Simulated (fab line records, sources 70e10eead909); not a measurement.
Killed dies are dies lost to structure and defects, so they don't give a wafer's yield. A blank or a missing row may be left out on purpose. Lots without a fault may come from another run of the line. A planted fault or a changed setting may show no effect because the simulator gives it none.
Chamber matching | flow nand_harc | NHARC_P_BONDPAD_CMP_32 on cmp-01: 4 sister chambers
The step polishes SiCN, target thk 200 nm. 4 wafers are shown with their chamber, then 11 later ones without.

WAFERS WITH THEIR CHAMBER
wafer  | chamber | motor_current_A (A)
L086.2 | 0       | 10.4
L091.1 | 2       | 14.2
L091.3 | 1       | 13.4
L093.1 | 3       | 11.9

WAFERS WITHOUT THEIR CHAMBER
wafer  | motor_current_A (A)
L093.3 | 13.3
L093.6 | 13.1
L094.2 | 11.5
L094.3 | 11.0
L094.4 | 13.2
L095.3 | 14.0
L095.5 | 10.3
L095.6 | 13.0
L096.1 | 13.4
L096.5 | 10.9
L096.6 | 12.5

WHICH CHAMBER EACH WENT THROUGH
wafer  | from the rows above     | in truth
L093.3 | 1                       | 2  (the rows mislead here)
L093.6 | 1                       | 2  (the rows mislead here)
L094.2 | can't be placed: 3 or 0 | 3
L094.3 | can't be placed: 0 or 3 | 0
L094.4 | 1                       | 1
L095.3 | can't be placed: 2 or 1 | 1
L095.5 | 0                       | 0
L095.6 | can't be placed: 1 or 3 | 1
L096.1 | 1                       | 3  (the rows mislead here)
L096.5 | can't be placed: 0 or 3 | 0
L096.6 | can't be placed: 3 or 1 | 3
Placed correctly: 2 of 11. Can't be placed from these rows: 6 (the true chamber is among the candidates in 6). Placed wrongly: 3.
How it was worked out, from the rows above alone: a wafer's distance from a chamber is the root of the sum, over the readings, of the square of ((its reading less the chamber's mean) divided by the reading's scatter). The wafer belongs to the nearest chamber; if the next one is less than 2 further off, it can't be placed. A chamber's mean is the mean of its shown wafers. The scatter: with one shown wafer a chamber, the root of the mean of the squares of how far each hidden wafer lies from its nearest shown one.
